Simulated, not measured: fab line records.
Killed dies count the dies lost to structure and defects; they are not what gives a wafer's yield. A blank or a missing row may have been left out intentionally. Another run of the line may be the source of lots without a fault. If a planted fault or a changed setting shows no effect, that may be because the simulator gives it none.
Tool commonality check | flow nand-harc | 10 lots, 30 wafers sampled

== REASON FOR OPENING ==
At NHARC_P_ZERO_WELL_INSPECT_43 the reading raw-defect-count is flagged on 2 of 10 lots. No-fault wafers: 13, standard deviation 6.3.
Rule: a lot is flagged in two cases, either no wafer of it has a number, or all its wafers with numbers fall more than 4 standard deviations from that mean. As for the other lots, they are considered sound.

lot  | measured     | on                | raw-defect-count, wafer by wafer | flag
L947 | day 2 03:29  | defect-inspect-01 | 12 22 13                         |
L950 | day 3 09:32  | defect-inspect-02 | 15 11 11                         |
L952 | day 4 05:43  | defect-inspect-01 | 722 688 718                      | FLAGGED
L954 | day 5 05:37  | defect-inspect-01 | 688 709 709                      | FLAGGED
L960 | day 7 13:45  | defect-inspect-02 | 13 15 23                         |
L961 | day 7 23:52  | defect-inspect-02 | 24 28 11                         |
L965 | day 9 17:49  | defect-inspect-01 | 20 27 16                         |
L966 | day 10 01:44 | defect-inspect-02 | 13 18 20                         |
L968 | day 10 21:34 | defect-inspect-02 | 22 9 23                          |
L970 | day 11 17:40 | defect-inspect-02 | 23 38 15                         |
The numbers of the flagged lots are 706 on average: +693 against the usual, or +99 or more standard deviations.

== EACH LOT AND THE TOOL IT RAN ON ==
3 process steps preceding the reading are held in the record, out of 1302 steps in the route. Cell contents, in order: the tool; ch with the chambers the sampled wafers went through; the start.
lot  | flag    | NHARC_P_ZERO_WELL_DESCUM_13        | NHARC_P_ZERO_WELL_ETCH_65          | NHARC_P_ZERO_WELL_ETCH_62
L947 |         | rie-diel-13 ch 1,2, day 1 21:30    | rie-diel-13 ch 0,1,3, day 1 21:35  | rie-diel-13 ch 1,2,3, day 2 03:29 or earlier
L950 |         | rie-diel-01 ch 2, day 3 03:24      | rie-diel-01 ch 0,2, day 3 03:33    | rie-diel-01 ch 0,2, day 3 09:32 or earlier
L952 | FLAGGED | rie-diel-01 ch 0,1,2, day 3 23:25  | rie-diel-01 ch 0,2, day 3 23:31    | rie-diel-01 ch 1,2, day 4 05:43 or earlier
L954 | FLAGGED | rie-diel-01 ch 0,2, day 4 19:24    | rie-diel-01 ch 0,1, day 4 19:30    | rie-diel-01 ch 0,2, day 5 05:37 or earlier
L960 |         | rie-diel-12 ch 0,1, day 7 07:25    | rie-diel-12 ch 1,2, day 7 07:29    | rie-diel-12 ch 1,2, day 7 13:45 or earlier
L961 |         | rie-diel-12 ch 0,1,3, day 7 17:46  | rie-diel-12 ch 1,2, day 7 17:52    | rie-diel-12 ch 0,1,3, day 7 23:52 or earlier
L965 |         | rie-diel-12 ch 0,1, day 9 09:25    | rie-diel-12 ch 0,1,3, day 9 09:29  | rie-diel-12 ch 2,3, day 9 17:49 or earlier
L966 |         | rie-diel-13 ch 1,2, day 9 19:24    | rie-diel-13 ch 0,1,2, day 9 19:29  | rie-diel-13 ch 0,2, day 10 01:44 or earlier
L968 |         | rie-diel-13 ch 0,1, day 10 15:24   | rie-diel-13 ch 0,1, day 10 15:29   | rie-diel-13 ch 0,1, day 10 21:34 or earlier
L970 |         | rie-diel-01 ch 0,1,2, day 11 11:25 | rie-diel-01 ch 0,1,2, day 11 11:31 | rie-diel-01 ch 0,1,3, day 11 17:40 or earlier
What is done by these steps:
- NHARC_P_ZERO_WELL_DESCUM_13: chemistry O2, time 3 s.
- NHARC_P_ZERO_WELL_ETCH_65: etches the open film in N2/H2, target depth 80 nm, overetch 24 nm, time 87.88 s.
- NHARC_P_ZERO_WELL_ETCH_62: etches the open film in CHF3/Ar, target depth 13 nm, time 6.5 s.
- NHARC_P_ZERO_WELL_INSPECT_43

== FLAGGED AGAINST TOTAL, ONE TOOL AT A TIME (gauges that did the reading follow at the end) ==
step                         | tool              | lots run | flagged | share of the flagged lots | sound lots run after its first flagged lot
NHARC_P_ZERO_WELL_DESCUM_13  | rie-diel-01       | 4        | 2       | all                       | 1 (L970)
NHARC_P_ZERO_WELL_DESCUM_13  | rie-diel-12       | 3        | 0       | none                      | -
NHARC_P_ZERO_WELL_DESCUM_13  | rie-diel-13       | 3        | 0       | none                      | -
NHARC_P_ZERO_WELL_ETCH_65    | rie-diel-01       | 4        | 2       | all                       | 1 (L970)
NHARC_P_ZERO_WELL_ETCH_65    | rie-diel-12       | 3        | 0       | none                      | -
NHARC_P_ZERO_WELL_ETCH_65    | rie-diel-13       | 3        | 0       | none                      | -
NHARC_P_ZERO_WELL_ETCH_62    | rie-diel-01       | 4        | 2       | all                       | 1 (L970)
NHARC_P_ZERO_WELL_ETCH_62    | rie-diel-12       | 3        | 0       | none                      | -
NHARC_P_ZERO_WELL_ETCH_62    | rie-diel-13       | 3        | 0       | none                      | -
NHARC_P_ZERO_WELL_INSPECT_43 | defect-inspect-01 | 4        | 2       | all                       | 1 (L965)
NHARC_P_ZERO_WELL_INSPECT_43 | defect-inspect-02 | 6        | 0       | none                      | -
With no start given for some of its lots, NHARC_P_ZERO_WELL_ETCH_62 uses the hours and lot order of NHARC_P_ZERO_WELL_INSPECT_43.

== WHAT THE TABLE ALLOWS ==
4 rows of the table ran every flagged lot: rie-diel-01 at NHARC_P_ZERO_WELL_DESCUM_13, rie-diel-01 at NHARC_P_ZERO_WELL_ETCH_65, rie-diel-01 at NHARC_P_ZERO_WELL_ETCH_62, defect-inspect-01 at NHARC_P_ZERO_WELL_INSPECT_43.
- rie-diel-01 at NHARC_P_ZERO_WELL_DESCUM_13: 2 of its 4 lots flagged. After the first flagged lot (L970), sound lots still ran on it; a lasting fault on the whole tool would not permit that.
- rie-diel-01 at NHARC_P_ZERO_WELL_ETCH_65: 2 of its 4 lots flagged. After the first flagged lot (L970), sound lots still ran on it; a lasting fault on the whole tool would not permit that.
- rie-diel-01 at NHARC_P_ZERO_WELL_ETCH_62: 2 of its 4 lots flagged. After the first flagged lot (L970), sound lots still ran on it; a lasting fault on the whole tool would not permit that.
- defect-inspect-01 at NHARC_P_ZERO_WELL_INSPECT_43: 2 of its 4 lots flagged. After the first flagged lot (L965), sound lots still ran on it; a lasting fault on the whole tool would not permit that.
None of the table's rows ran every flagged lot and, after the first, no sound lot.

== WHAT THE SIMULATOR HAD INSERTED ==
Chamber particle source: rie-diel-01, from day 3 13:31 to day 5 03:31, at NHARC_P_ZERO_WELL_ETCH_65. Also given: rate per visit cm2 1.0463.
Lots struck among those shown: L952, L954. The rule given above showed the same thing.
